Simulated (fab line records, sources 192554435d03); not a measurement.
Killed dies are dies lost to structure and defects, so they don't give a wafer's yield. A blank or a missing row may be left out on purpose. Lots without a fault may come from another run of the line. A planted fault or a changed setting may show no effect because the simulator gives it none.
Chamber matching | flow n5_finfet | N5_BEOL_M8_CURE_75 on uv_cure-03: 3 sister chambers
The step cures SiCOH lowk, time 120 s. 6 wafers are shown with their chamber, then 12 later ones without.

WAFERS WITH THEIR CHAMBER
wafer  | chamber | wafer_temp_C_max | lamp_power_pct (%)
L074.3 | 0       | 372.5            | 52.32
L074.4 | 0       | 372.6            | 52.29
L091.2 | 1       | 372.3            | 52.35
L091.3 | 1       | 372.1            | 52.31
L090.3 | 2       | 371.1            | 52.32
L090.6 | 2       | 371.5            | 52.22

WAFERS WITHOUT THEIR CHAMBER
wafer  | wafer_temp_C_max | lamp_power_pct (%)
L093.1 | 371.5            | 52.34
L093.5 | 371.9            | 52.30
L093.6 | 371.5            | 52.32
L094.1 | 372.0            | 52.17
L094.3 | 371.5            | 52.33
L094.4 | 371.9            | 52.35
L095.2 | 371.2            | 52.27
L095.4 | 371.1            | 52.22
L095.5 | 371.0            | 52.28
L097.3 | 372.7            | 52.28
L097.4 | 372.1            | 52.33
L097.6 | 372.9            | 52.35

WHICH CHAMBER EACH WENT THROUGH
wafer  | from the rows above          | in truth
L093.1 | can't be placed: 2 or 1      | 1
L093.5 | can't be placed: 1 or 2 or 0 | 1
L093.6 | 2                            | 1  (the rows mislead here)
L094.1 | can't be placed: 1 or 0 or 2 | 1
L094.3 | 2                            | 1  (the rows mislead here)
L094.4 | can't be placed: 1 or 0 or 2 | 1
L095.2 | 2                            | 2
L095.4 | 2                            | 2
L095.5 | 2                            | 2
L097.3 | can't be placed: 0 or 1      | 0
L097.4 | can't be placed: 1 or 0      | 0
L097.6 | can't be placed: 0 or 1      | 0
Placed correctly: 3 of 12. Can't be placed from these rows: 7 (the true chamber is among the candidates in 7). Placed wrongly: 2.
How it was worked out, from the rows above alone: a wafer's distance from a chamber is the root of the sum, over the readings, of the square of ((its reading less the chamber's mean) divided by the reading's scatter). The wafer belongs to the nearest chamber; if the next one is less than 2 further off, it can't be placed. A chamber's mean is the mean of its shown wafers. The scatter: the root of (the sum of the squares of (reading less its chamber's mean) over the shown wafers, divided by (wafers less chambers)).
